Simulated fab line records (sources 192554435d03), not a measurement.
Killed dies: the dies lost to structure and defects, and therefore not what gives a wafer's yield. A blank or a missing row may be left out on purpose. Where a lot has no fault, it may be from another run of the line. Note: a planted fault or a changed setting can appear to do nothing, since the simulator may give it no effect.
Chamber matching :: flow n5Finfet :: pecvd-01 running N5_BEOL_M0_SAQP_HM_DEP_111: 3 sister chambers
The step deposits SiO2 from SiH4/N2O, target thk 12 nm, time 7.2 s. 18 wafers are shown with their chamber, then 9 later ones without.

WAFERS WITH THEIR CHAMBER
wafer: L081.1
chamber: 2
showerheadPlenumPTorr (Torr): 8.17
heaterPowerW (W): 761
rfFwdPowerW (W): 273.0

wafer: L081.3
chamber: 0
showerheadPlenumPTorr (Torr): 8.25
heaterPowerW (W): 775
rfFwdPowerW (W): 272.3

wafer: L081.6
chamber: 1
showerheadPlenumPTorr (Torr): 8.13
heaterPowerW (W): 886
rfFwdPowerW (W): 272.7

wafer: L082.4
chamber: 1
showerheadPlenumPTorr (Torr): 8.14
heaterPowerW (W): 884
rfFwdPowerW (W): 272.2

wafer: L082.5
chamber: 2
showerheadPlenumPTorr (Torr): 8.17
heaterPowerW (W): 817
rfFwdPowerW (W): 272.1

wafer: L082.6
chamber: 0
showerheadPlenumPTorr (Torr): 8.26
heaterPowerW (W): 790
rfFwdPowerW (W): 274.2

wafer: L086.1
chamber: 1
showerheadPlenumPTorr (Torr): 8.13
heaterPowerW (W): 887
rfFwdPowerW (W): 274.0

wafer: L086.2
chamber: 2
showerheadPlenumPTorr (Torr): 8.18
heaterPowerW (W): 737
rfFwdPowerW (W): 271.7

wafer: L086.3
chamber: 0
showerheadPlenumPTorr (Torr): 8.23
heaterPowerW (W): 732
rfFwdPowerW (W): 273.5

wafer: L088.1
chamber: 0
showerheadPlenumPTorr (Torr): 8.24
heaterPowerW (W): 725
rfFwdPowerW (W): 272.8

wafer: L088.3
chamber: 0
showerheadPlenumPTorr (Torr): 8.26
heaterPowerW (W): 737
rfFwdPowerW (W): 273.9

wafer: L088.6
chamber: 0
showerheadPlenumPTorr (Torr): 8.25
heaterPowerW (W): 741
rfFwdPowerW (W): 272.6

wafer: L091.2
chamber: 1
showerheadPlenumPTorr (Torr): 8.12
heaterPowerW (W): 918
rfFwdPowerW (W): 274.1

wafer: L091.4
chamber: 0
showerheadPlenumPTorr (Torr): 8.26
heaterPowerW (W): 681
rfFwdPowerW (W): 271.7

wafer: L091.5
chamber: 1
showerheadPlenumPTorr (Torr): 8.12
heaterPowerW (W): 926
rfFwdPowerW (W): 273.3

wafer: L094.3
chamber: 1
showerheadPlenumPTorr (Torr): 8.13
heaterPowerW (W): 842
rfFwdPowerW (W): 274.6

wafer: L094.4
chamber: 1
showerheadPlenumPTorr (Torr): 8.14
heaterPowerW (W): 863
rfFwdPowerW (W): 273.8

wafer: L094.5
chamber: 0
showerheadPlenumPTorr (Torr): 8.25
heaterPowerW (W): 664
rfFwdPowerW (W): 273.2

SIGNATURES (averages over the wafers above)
reading: showerheadPlenumPTorr
chamber 0: 8.2500
chamber 1: 8.1300
chamber 2: 8.1733
scatter within a chamber: 0.00919

reading: heaterPowerW
chamber 0: 730.62
chamber 1: 886.57
chamber 2: 771.67
scatter within a chamber: 37.5

reading: rfFwdPowerW
chamber 0: 273.025
chamber 1: 273.529
chamber 2: 272.267
scatter within a chamber: 0.82
Rule: a wafer lies at a distance from a chamber equal to the root of the sum of squares, over the readings, of (its reading less the chamber's mean, divided by the reading's scatter). If the next closest chamber is less than 2 further off than the closest, the wafer can't be placed; otherwise it belongs to the closest. How the scatter is found: for the shown wafers, subtract from each reading the mean of its chamber, square and add these, divide the total by (wafers less chambers), then take the root.

WAFERS MISSING THEIR CHAMBER
wafer: L092.1
showerheadPlenumPTorr (Torr): 8.18
heaterPowerW (W): 823
rfFwdPowerW (W): 271.4

wafer: L092.2
showerheadPlenumPTorr (Torr): 8.13
heaterPowerW (W): 953
rfFwdPowerW (W): 274.0

wafer: L092.5
showerheadPlenumPTorr (Torr): 8.18
heaterPowerW (W): 832
rfFwdPowerW (W): 270.8

wafer: L096.2
showerheadPlenumPTorr (Torr): 8.15
heaterPowerW (W): 886
rfFwdPowerW (W): 274.4

wafer: L096.4
showerheadPlenumPTorr (Torr): 8.13
heaterPowerW (W): 886
rfFwdPowerW (W): 274.5

wafer: L096.6
showerheadPlenumPTorr (Torr): 8.25
heaterPowerW (W): 730
rfFwdPowerW (W): 272.9

wafer: L097.2
showerheadPlenumPTorr (Torr): 8.17
heaterPowerW (W): 800
rfFwdPowerW (W): 270.8

wafer: L097.3
showerheadPlenumPTorr (Torr): 8.27
heaterPowerW (W): 695
rfFwdPowerW (W): 273.5

wafer: L097.5
showerheadPlenumPTorr (Torr): 8.17
heaterPowerW (W): 810
rfFwdPowerW (W): 272.5

WHICH CHAMBER EACH ONE RAN IN
wafer: L092.1
from the rows above: 2
in truth: 2

wafer: L092.2
from the rows above: 1
in truth: 1

wafer: L092.5
from the rows above: 2
in truth: 2

wafer: L096.2
from the rows above: 1
in truth: 1

wafer: L096.4
from the rows above: 1
in truth: 1

wafer: L096.6
from the rows above: 0
in truth: 0

wafer: L097.2
from the rows above: 2
in truth: 2

wafer: L097.3
from the rows above: 0
in truth: 0

wafer: L097.5
from the rows above: 2
in truth: 2
Correctly placed: 9 of 9. From these rows, 0 cannot be placed. 0 placed wrongly.
